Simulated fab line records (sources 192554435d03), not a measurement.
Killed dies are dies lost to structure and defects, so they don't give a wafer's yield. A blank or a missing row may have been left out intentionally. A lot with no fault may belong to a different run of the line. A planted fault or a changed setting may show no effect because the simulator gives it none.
Split-lot experiment | flow n5 finfet | 21 wafers read from 7 lots, route of 1938 steps

== SPLIT DETAILS ==
At N5_GATE_CUT_COAT_35 (time 60 s, resist thk 10 nm), the setting spin rpm was moved away from the recipe's 1500 rpm on 7 of the 21 wafers read, by -10.7% to -3.8%. All remaining wafers had this setting at the recipe value.

== FROM THE SPLIT TO THE READING: what the file shows between them, 5 steps ==
- N5_GATE_CUT_COAT_27: time 60 s, resist thk 10 nm
- N5_GATE_CUT_COAT_07: resist thk 30 nm
- N5_GATE_CUT_DESCUM_18: chemistry O2, time 7 s
- N5_GATE_CUT_ETCH_28: etches underlayer in N2/H2, target depth 13 nm, time 10.4 s
- N5_GATE_CUT_ETCH_36: etches SiARC in CF4, target depth 13 nm, time 21.7 s

== THE READING ==
SiARC_of_GATE_CUT_COAT_35.thk nm (the simulator's own value, which no gauge read), in nm, at N5_GATE_CUT_ETCH_37 (etches SOC in N2/H2, target depth 60 nm, overetch 12 nm, time 90 s). There is no usual value for it anywhere in the file. Here, 14 wafers ran the recipe; their average is 6.0 nm with a standard deviation of 0.091 nm.

wafer  | tool, chamber at the split | spin rpm as run, rpm | against the recipe | SiARC_of_GATE_CUT_COAT_35.thk nm, nm | against lot-mates on the recipe
L075.2 | litho track-04, 0          | 1443                 | -3.8%              | 6.2                                  | +0.2
L075.5 | litho track-04, 0          | 1443                 | -3.8%              | 6.2                                  | +0.2
L075.4 | litho track-04, 0          | 1500                 | recipe             | 6                                    | -
L081.4 | litho track-03, 0          | 1370                 | -8.7%              | 6.6                                  | +0.4
L081.5 | litho track-03, 0          | 1370                 | -8.7%              | 6.6                                  | +0.4
L081.6 | litho track-03, 0          | 1500                 | recipe             | 6.2                                  | -
L082.2 | litho track-03, 0          | 1500                 | recipe             | 6                                    | -
L082.6 | litho track-03, 0          | 1500                 | recipe             | 6                                    | -
L082.3 | litho track-03, 0          | 1339                 | -10.7%             | 6.6                                  | +0.6
L085.1 | litho track-04, 0          | 1416                 | -5.6%              | 6.2                                  | +0.2
L085.5 | litho track-04, 0          | 1416                 | -5.6%              | 6.2                                  | +0.2
L085.2 | litho track-04, 0          | 1500                 | recipe             | 6                                    | -
L088.2 | litho track-05, 0          | 1500                 | recipe             | 6                                    | -
L088.5 | litho track-05, 0          | 1500                 | recipe             | 6                                    | -
L088.6 | litho track-05, 0          | 1500                 | recipe             | 6                                    | -
L093.2 | litho track-04, 0          | 1500                 | recipe             | 6                                    | -
L093.4 | litho track-04, 0          | 1500                 | recipe             | 5.8                                  | -
L093.6 | litho track-04, 0          | 1500                 | recipe             | 5.8                                  | -
L095.1 | litho track-03, 0          | 1500                 | recipe             | 6                                    | -
L095.3 | litho track-03, 0          | 1500                 | recipe             | 6                                    | -
L095.4 | litho track-03, 0          | 1500                 | recipe             | 6                                    | -

THE FIT
A straight line over all 21 wafers: SiARC_of_GATE_CUT_COAT_35.thk nm changes by -0.0604 nm for each +1% of spin rpm; r = -0.92; the points scatter about the line by 0.093 nm.
The same after taking each lot's own level away (the mean of its wafers on the recipe; 21 wafers): -0.0484 nm for each +1%; r = -0.96; scatter 0.048 nm.
The reading moves by 0.52 nm for the largest change in spin rpm, on that fit.
From 5.87 to 6.20 nm: that is the span of the lots' own levels, equal to 3.6 times the standard deviation above.
So the slope is not independent of the lot-to-lot level: the two fits are not the same.
Check: +0.475 nm against its lot-mates is what the line predicts for one of the wafers moved furthest among these (-10.7%) when that wafer is left out of the fit. Against them it came out at +0.6 nm.

== OTHER SPLITS APPLIED TO THESE WAFERS ==
Other splits were also applied to these wafers ahead of the reading. Each is held against what the fit with the lots' levels taken away leaves over:
other split on the same wafers | wafers away from the commonest value | r with SiARC_of_GATE_CUT_COAT_35.thk nm (lot level and that fit taken away)
N5_HKMG_FIN_EXPOSE_46 dose mj  | 8                                    | +0.13
N5_HKMG_FIN_ETCH_54 bias w     | 5                                    | +0.23

== THE WHOLE CHAIN: every reading that the file lists as answering this split, in the file's order ==
step                | what it does                                                       | reading                                                                             | change (the file's fit)                | r (the file's)
N5_GATE_CUT_COAT_35 | time 60 s, resist thk 10 nm                                        | SiARC_of_GATE_CUT_COAT_35.thk nm (the simulator's own value, which no gauge read)   | -0.0536 nm for each +1% of the setting | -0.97
N5_GATE_CUT_ETCH_36 | etches SiARC in CF4, target depth 13 nm, time 21.7 s               | etch rf on time s                                                                   | withheld for each +1% of the setting   | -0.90
N5_GATE_CUT_ETCH_36 | etches SiARC in CF4, target depth 13 nm, time 21.7 s               | etch.depth nm (the simulator's own value, which no gauge read)                      | -0.0551 nm for each +1% of the setting | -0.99
N5_GATE_CUT_ETCH_36 | etches SiARC in CF4, target depth 13 nm, time 21.7 s               | CAR-EUV_of_GATE_CUT_COAT_07.thk nm (the simulator's own value, which no gauge read) | +0.0454 nm for each +1% of the setting | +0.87
N5_GATE_CUT_ETCH_37 | etches SOC in N2/H2, target depth 60 nm, overetch 12 nm, time 90 s | SiARC_of_GATE_CUT_COAT_35.thk nm (the simulator's own value, which no gauge read)   | -0.0499 nm for each +1% of the setting | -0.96

== FILE'S OWN FIT ==
SiARC_of_GATE_CUT_COAT_35.thk nm changes by -0.0499 nm for each +1% of spin rpm, r = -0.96.
